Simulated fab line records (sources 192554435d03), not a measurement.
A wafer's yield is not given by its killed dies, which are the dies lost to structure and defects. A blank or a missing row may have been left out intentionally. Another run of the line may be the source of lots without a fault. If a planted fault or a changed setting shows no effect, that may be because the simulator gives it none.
Which of the tools did it?    flow n5Finfet    15 lots, 45 wafers sampled, at 7 steps of a route of 1938

== WHAT THE GAUGES READ, wafer by wafer ==
N5_BEOL_M4_CD_MEAS_18: pitch 36 nm, target cd 18 nm.
lot   measured      on        cdNm (nm)
L577  day 7 04:14   cdSem-02  18.4 17.7 17.5
L579  day 8 05:38   cdSem-01  18.2 18.1 18.4
L580  day 8 20:52   cdSem-01  18.3 18.8 18.5
L584  day 9 01:08   cdSem-01  18.2 18.0 18.1
L583  day 9 01:16   cdSem-02  18.5 18.3 18.2
L581  day 9 03:53   cdSem-02  - - -
L582  day 9 05:22   cdSem-01  - - -
L585  day 9 05:33   cdSem-01  - - -
L590  day 10 22:33  cdSem-01  18.2 17.7 18.6
L592  day 11 09:01  cdSem-02  18.0 18.1 18.0
L593  day 11 13:02  cdSem-02  18.5 18.1 18.3
L594  day 11 14:14  cdSem-01  17.9 18.1 18.4
L598  day 13 08:30  cdSem-03  18.3 18.6 18.2
L599  day 13 10:02  cdSem-03  17.6 17.6 17.5
L600  day 13 16:34  cdSem-01  18.0 17.5 17.9

N5_BEOL_M4_RC_MEAS_101.
lot   measured      on         DIBL_N (mV/V)   DIBL_P (mV/V)   IOFF_N (nA/um)  IOFF_P (nA/um)  ION_N (uA/um)  ION_P (uA/um)  SS_N (mV/dec)   SS_P (mV/dec)   VT_N (mV)    VT_P (mV)
L577  day 7 22:57   prober-02  37.0 36.5 36.5  37.6 35.3 36.1  0.15 0.13 0.13  0.22 0.18 0.19  676 657 660    466 450 457    71.2 71.2 71.4  73.8 73.2 72.7  250 253 252  -250 -253 -251
L579  day 8 16:59   prober-02  32.8 33.6 32.4  33.2 34.1 32.9  0.11 0.11 0.10  0.14 0.14 0.13  650 640 651    452 435 444    70.8 70.8 70.5  72.9 73.1 72.6  255 259 258  -258 -259 -258
L580  day 9 05:14   prober-02  35.8 37.4 35.5  35.0 36.8 34.3  0.13 0.16 0.13  0.18 0.22 0.18  661 669 669    453 462 459    71.1 72.1 71.0  72.7 73.6 73.0  251 252 252  -252 -250 -251
L584  day 9 11:01   prober-02  35.9 33.1 36.3  36.7 32.7 36.9  0.16 0.11 0.17  0.22 0.16 0.22  684 657 678    462 456 460    70.7 70.2 71.2  73.4 71.7 73.2  248 252 247  -252 -254 -248
L583  day 9 12:15   prober-02  35.1 37.4 38.2  36.0 37.4 37.8  0.15 0.18 0.18  0.20 0.23 0.24  675 683 668    460 466 467    71.0 71.9 73.1  73.3 74.1 73.8  249 248 248  -250 -251 -249
L590  day 11 05:10  prober-01  36.8 35.0 34.6  38.0 35.3 36.1  0.17 0.14 0.14  0.24 0.20 0.21  676 655 679    465 459 470    71.6 71.8 71.0  73.1 73.2 73.0  249 253 249  -245 -247 -246
L592  day 11 16:10  prober-01  38.7 38.1 36.4  40.9 38.9 37.9  0.24 0.21 0.17  0.30 0.25 0.22  691 670 684    472 463 469    72.6 72.7 71.6  73.3 72.8 74.0  244 247 251  -245 -244 -247
L593  day 12 00:19  prober-01  35.3 35.6 34.8  36.0 35.1 35.6  0.14 0.14 0.13  0.21 0.19 0.20  675 669 666    473 460 461    70.9 70.4 71.4  73.6 73.2 72.9  251 252 254  -248 -250 -251
L594  day 11 21:08  prober-02  39.6 38.2 36.8  39.5 36.9 36.1  0.21 0.18 0.16  0.29 0.24 0.22  684 682 674    476 469 464    71.4 72.2 71.6  74.8 73.5 73.5  243 247 248  -247 -251 -249
L598  day 13 22:16  prober-02  36.2 37.0 35.5  39.0 39.4 37.0  0.16 0.16 0.14  0.23 0.22 0.19  667 662 672    459 451 461    71.7 71.6 71.8  73.3 73.5 73.1  252 249 252  -248 -250 -250
L599  day 13 22:01  prober-01  38.1 37.9 35.8  39.6 38.2 37.0  0.19 0.18 0.15  0.26 0.23 0.20  677 696 674    462 474 464    72.5 72.1 71.2  74.5 74.2 74.0  246 249 251  -246 -248 -251
L600  day 14 01:53  prober-02  34.6 36.8 36.9  33.6 35.7 35.7  0.13 0.17 0.16  0.20 0.23 0.23  674 690 682    473 475 473    70.6 71.4 71.3  72.7 73.0 72.5  250 249 253  -251 -247 -247

== EACH LOT AND THE TOOL THAT RAN IT (in order: tool; ch and the chambers of the sampled wafers; start) ==
lot   N5_BEOL_M4_DESCUM_16               N5_BEOL_M4_ETCH_74                 N5_BEOL_M4_ETCH_63                 N5_BEOL_M4_ETCH_64                 N5_BEOL_M4_HM_OPEN_17
L577  rieDiel-05 ch 0,2,3, day 7 03:48   rieDiel-05 ch 0,2,3, day 7 03:50   rieDiel-05 ch 0,2,3, day 7 03:51   rieDiel-05 ch 0,2,3, day 7 03:53   rieMetal-01 ch 0,1, day 7 04:04
L579  rieDiel-04 ch 2,3, day 8 05:12     rieDiel-04 ch 2,3, day 8 05:14     rieDiel-04 ch 2,3, day 8 05:15     rieDiel-04 ch 2,3, day 8 05:17     rieMetal-01 ch 0,1, day 8 05:27
L580  rieDiel-04 ch 1,2,3, day 8 20:25   rieDiel-04 ch 1,2,3, day 8 20:27   rieDiel-04 ch 1,2,3, day 8 20:28   rieDiel-04 ch 1,2,3, day 8 20:30   rieMetal-03 ch 0,1, day 8 20:40
L584  rieDiel-05 ch 1,2,3, day 9 00:38   rieDiel-05 ch 1,2,3, day 9 00:40   rieDiel-05 ch 1,2,3, day 9 00:41   rieDiel-05 ch 1,2,3, day 9 00:43   rieMetal-02 ch 0,1, day 9 00:53
L583  rieDiel-06 ch 1,3, day 9 00:50     rieDiel-06 ch 1,3, day 9 00:52     rieDiel-06 ch 1,3, day 9 00:53     rieDiel-06 ch 1,3, day 9 00:55     rieMetal-03 ch 0,1, day 9 01:07
L581  rieDiel-04 ch 1,2, day 9 03:20     rieDiel-04 ch 1,2, day 9 03:23     rieDiel-04 ch 1,2, day 9 03:25     rieDiel-04 ch 1,2, day 9 03:28     rieMetal-03 ch 0,1, day 9 03:43
L582  rieDiel-05 ch 0,1,3, day 9 04:50   rieDiel-05 ch 0,1,3, day 9 04:53   rieDiel-05 ch 0,1,3, day 9 04:53   rieDiel-05 ch 0,1,3, day 9 04:55   rieMetal-01 ch 0,1, day 9 05:05
L585  rieDiel-06 ch 1,2,3, day 9 05:06   rieDiel-06 ch 1,2,3, day 9 05:08   rieDiel-06 ch 1,2,3, day 9 05:09   rieDiel-06 ch 1,2,3, day 9 05:10   rieMetal-03 ch 0,1, day 9 05:23
L590  rieDiel-06 ch 2,3, day 10 22:06    rieDiel-06 ch 2,3, day 10 22:08    rieDiel-06 ch 2,3, day 10 22:09    rieDiel-06 ch 2,3, day 10 22:11    rieMetal-02 ch 0,1, day 10 22:23
L592  rieDiel-06 ch 0,3, day 11 08:35    rieDiel-06 ch 0,3, day 11 08:37    rieDiel-06 ch 0,3, day 11 08:38    rieDiel-06 ch 0,3, day 11 08:40    rieMetal-03 ch 0,1, day 11 08:50
L593  rieDiel-06 ch 0,1, day 11 12:37    rieDiel-06 ch 0,1, day 11 12:38    rieDiel-06 ch 0,1, day 11 12:40    rieDiel-06 ch 0,1, day 11 12:41    rieMetal-03 ch 0,1, day 11 12:52
L594  rieDiel-04 ch 1,2,3, day 11 13:47  rieDiel-04 ch 1,2,3, day 11 13:49  rieDiel-04 ch 1,2,3, day 11 13:50  rieDiel-04 ch 1,2,3, day 11 13:52  rieMetal-01 ch 0,1, day 11 14:02
L598  rieDiel-06 ch 0,2,3, day 13 08:04  rieDiel-06 ch 0,2,3, day 13 08:06  rieDiel-06 ch 0,2,3, day 13 08:07  rieDiel-06 ch 0,2,3, day 13 08:08  rieMetal-02 ch 0,1, day 13 08:19
L599  rieDiel-04 ch 0,3, day 13 09:36    rieDiel-04 ch 0,3, day 13 09:38    rieDiel-04 ch 0,3, day 13 09:39    rieDiel-04 ch 0,3, day 13 09:41    rieMetal-03 ch 0,1, day 13 09:51
L600  rieDiel-04 ch 0,1,2, day 13 16:08  rieDiel-04 ch 0,1,2, day 13 16:10  rieDiel-04 ch 0,1,2, day 13 16:11  rieDiel-04 ch 0,1,2, day 13 16:12  rieMetal-01 ch 0,1, day 13 16:25
- N5_BEOL_M4_DESCUM_16: chemistry O2, time 7 s.
- N5_BEOL_M4_ETCH_74: etches underlayer in N2/H2, target depth 6.5 nm, time 5.2 s.
- N5_BEOL_M4_ETCH_63: etches SiARC in CF4, target depth 15.6 nm, time 26 s.
- N5_BEOL_M4_ETCH_64: etches SOC in N2/H2, target depth 75 nm, overetch 22.5 nm, time 121.9 s.
- N5_BEOL_M4_HM_OPEN_17: chemistry Cl2/BCl3, target TiN, target depth 20 nm, overetch 6 nm.

== WHAT THE TOOLS THEMSELVES READ (means of the sampled wafers that have a number; where no wafer has one, the mark that the record gives instead) ==
N5_BEOL_M4_DESCUM_16.
lot   tool        drypumpMotorCurrentA (A)  oesProductAu (a.u.)  rfVppV (V)  showerheadPlenumPTorr (Torr)  throttleValvePct (%)
L577  rieDiel-05  5.9                       0.77                 242.2       2.10                          20.53
L579  rieDiel-04  4.9                       0.71                 242.7       2.12                          20.59
L580  rieDiel-04  5.2                       0.76                 243.4       2.10                          20.62
L584  rieDiel-05  6.0                       0.76                 241.6       2.05                          20.49
L583  rieDiel-06  5.3                       0.85                 241.4       2.01                          20.46
L581  rieDiel-04  5.5                       0.80                 243.4       2.13                          20.60
L582  rieDiel-05  5.7                       0.73                 242.3       2.05                          20.66
L585  rieDiel-06  5.4                       0.85                 242.0       2.04                          20.44
L590  rieDiel-06  5.4                       0.88                 243.8       2.11                          20.30
L592  rieDiel-06  6.0                       0.94                 243.1       2.05                          20.24
L593  rieDiel-06  6.1                       0.88                 240.8       2.01                          20.38
L594  rieDiel-04  5.2                       0.74                 242.8       2.09                          20.66
L598  rieDiel-06  5.7                       0.88                 243.0       2.08                          20.30
L599  rieDiel-04  5.6                       0.71                 243.8       2.11                          20.64
L600  rieDiel-04  5.6                       0.73                 243.5       2.14                          20.62

N5_BEOL_M4_ETCH_74.
lot   tool        biasW (W)  chamberPressureMTorr (mTorr)  drypumpMotorCurrentA (A)  etchRfOnTimeS (s)  oesProductAu (a.u.)  rfVppV (V)  showerheadPlenumPTorr (Torr)  throttleValvePct (%)
L577  rieDiel-05  150.1      29.99                         5.9                       5.08               0.67                 524.7       2.54                          17.90
L579  rieDiel-04  150.2      30.03                         4.9                       5.31               0.60                 524.3       2.57                          17.97
L580  rieDiel-04  150.2      29.99                         5.2                       5.21               0.65                 523.4       2.55                          18.03
L584  rieDiel-05  150.1      29.96                         6.0                       5.02               0.66                 523.4       2.49                          17.87
L583  rieDiel-06  150.5      30.00                         5.3                       5.06               0.73                 521.2       2.43                          17.80
L581  rieDiel-04  150.3      30.04                         5.5                       5.22               0.68                 525.8       2.59                          18.01
L582  rieDiel-05  149.9      30.02                         5.7                       5.05               0.63                 522.5       2.48                          18.03
L585  rieDiel-06  150.0      29.97                         5.4                       5.07               0.73                 521.5       2.46                          17.72
L590  rieDiel-06  149.9      30.01                         5.4                       4.97               0.76                 525.4       2.54                          17.58
L592  rieDiel-06  149.9      29.98                         6.0                       5.19               0.79                 522.1       2.50                          17.78
L593  rieDiel-06  150.0      30.00                         6.2                       5.14               0.74                 521.3       2.44                          17.88
L594  rieDiel-04  150.0      30.02                         5.2                       5.22               0.64                 524.5       2.54                          18.08
L598  rieDiel-06  149.8      30.01                         5.7                       5.04               0.75                 522.0       2.51                          17.72
L599  rieDiel-04  149.7      29.96                         5.6                       5.16               0.61                 524.7       2.57                          18.20
L600  rieDiel-04  150.0      29.98                         5.6                       5.30               0.62                 526.0       2.61                          18.12

N5_BEOL_M4_ETCH_63.
lot   tool        biasW (W)  cf4FlowSccm (sccm)  drypumpMotorCurrentA (A)  etchRfOnTimeS (s)  oesProductAu (a.u.)  rfVppV (V)  showerheadPlenumPTorr (Torr)  throttleValvePct (%)
L577  rieDiel-05  36.01      100.1               5.9                       25.6               0.66                 184.2       2.13                          15.65
L579  rieDiel-04  36.05      99.9                4.9                       26.7               0.61                 184.1       2.16                          15.75
L580  rieDiel-04  35.93      99.9                5.2                       26.3               0.65                 184.9       2.15                          15.77
L584  rieDiel-05  35.92      100.2               6.0                       25.2               0.65                 184.1       2.10                          15.70
L583  rieDiel-06  36.04      99.7                5.3                       25.5               0.73                 182.8       2.06                          15.52
L581  rieDiel-04  36.06      100.1               5.5                       26.2               0.69                 185.2       2.19                          15.77
L582  rieDiel-05  35.90      100.2               5.8                       25.0               0.64                 182.8       2.09                          15.82
L585  rieDiel-06  35.83      99.9                5.4                       25.1               0.73                 183.0       2.08                          15.52
L590  rieDiel-06  36.03      99.8                5.4                       25.0               0.75                 185.2       2.14                          15.38
L592  rieDiel-06  36.13      100.0               6.0                       25.7               0.80                 183.7       2.10                          15.32
L593  rieDiel-06  36.01      100.0               6.1                       25.8               0.75                 182.9       2.05                          15.47
L594  rieDiel-04  35.94      100.1               5.2                       26.3               0.63                 184.0       2.14                          15.83
L598  rieDiel-06  36.13      100.2               5.7                       25.7               0.74                 183.4       2.11                          15.39
L599  rieDiel-04  36.07      100.1               5.6                       25.8               0.61                 183.6       2.16                          15.85
L600  rieDiel-04  35.99      99.8                5.5                       26.5               0.62                 184.1       2.19                          15.83

N5_BEOL_M4_ETCH_64.
lot   tool        biasW (W)  chamberPressureMTorr (mTorr)  drypumpMotorCurrentA (A)  oesProductAu (a.u.)  rfVppV (V)  showerheadPlenumPTorr (Torr)  throttleValvePct (%)
L577  rieDiel-05  149.8      29.989                        5.9                       0.59                 523.8       2.54                          17.86
L579  rieDiel-04  150.2      29.986                        4.9                       0.55                 523.7       2.57                          17.93
L580  rieDiel-04  150.2      29.975                        5.2                       0.58                 524.0       2.55                          17.99
L584  rieDiel-05  149.5      29.983                        6.0                       0.57                 522.4       2.49                          17.83
L583  rieDiel-06  149.6      30.000                        5.3                       0.64                 521.2       2.43                          17.74
L581  rieDiel-04  -          -                             -                         -                    -           -                             -
L582  rieDiel-05  -          -                             -                         -                    -           -                             -
L585  rieDiel-06  -          -                             -                         -                    -           -                             -
L590  rieDiel-06  149.3      29.987                        5.4                       0.66                 523.9       2.54                          17.54
L592  rieDiel-06  150.2      29.993                        6.0                       0.70                 523.1       2.50                          17.75
L593  rieDiel-06  150.5      30.001                        6.1                       0.66                 521.7       2.44                          17.82
L594  rieDiel-04  150.0      30.043                        5.2                       0.57                 523.4       2.54                          18.03
L598  rieDiel-06  150.0      30.011                        5.7                       0.66                 522.2       2.51                          17.67
L599  rieDiel-04  149.9      30.022                        5.7                       0.54                 524.3       2.57                          18.16
L600  rieDiel-04  149.9      29.998                        5.6                       0.56                 525.7       2.61                          18.07

N5_BEOL_M4_HM_OPEN_17.
lot   tool         drypumpMotorCurrentA (A)  oesProductAu (a.u.)  throttleValvePct (%)
L577  rieMetal-01  5.2                       0.73                 22.14
L579  rieMetal-01  5.3                       0.75                 22.04
L580  rieMetal-03  5.4                       0.72                 21.89
L584  rieMetal-02  5.6                       0.69                 21.94
L583  rieMetal-03  5.4                       0.72                 21.90
L581  rieMetal-03  5.4                       0.31                 22.55
L582  rieMetal-01  5.3                       0.32                 22.72
L585  rieMetal-03  5.7                       0.30                 22.63
L590  rieMetal-02  5.6                       0.69                 21.94
L592  rieMetal-03  5.7                       0.66                 21.99
L593  rieMetal-03  5.7                       0.67                 21.98
L594  rieMetal-01  5.2                       0.70                 22.14
L598  rieMetal-02  5.6                       0.67                 21.96
L599  rieMetal-03  5.7                       0.65                 22.00
L600  rieMetal-01  5.2                       0.68                 22.16

== THE ANSWER, worked out from the rows above alone ==
Rule: what is usual is taken from the lots themselves. Put in order of their means at a reading, lots are off if they are a third of the lots or fewer, leave a main group of 4 or more, and stand apart from it by a gap of 3 or more times the standard deviation of the main group's means; of several such gaps the widest counts. A main group whose means are all the same, to the digits that the tables above print for the reading, isn't used. Also off: a lot with no number at a reading for which 4 or more lots have one. Any other lot the step has rows for is counted as sound. The gauges are gone through in route order, then the tools' own readings, and for those a lot's mean is taken as printed above. At the first step where some lot is off, the reading lying furthest off is the one used; lots without a number count as furthest.
Off at N5_BEOL_M4_CD_MEAS_18 (cdNm): L581, L582, L585. Without a number there: L581, L582, L585. Mean 18.1 nm and standard deviation 0.26 in the main group.
If a tool, at a process step before that reading, ran all the lots that are off and no sound lot after the first of them, it fits. Not tried: the gauges at N5_BEOL_M4_CD_MEAS_18; whatever is off there is also off at N5_BEOL_M4_ETCH_64, on other tools, and gauge error can't account for it. None of those tried fits.

== WHAT THE SIMULATOR HAD INSERTED ==
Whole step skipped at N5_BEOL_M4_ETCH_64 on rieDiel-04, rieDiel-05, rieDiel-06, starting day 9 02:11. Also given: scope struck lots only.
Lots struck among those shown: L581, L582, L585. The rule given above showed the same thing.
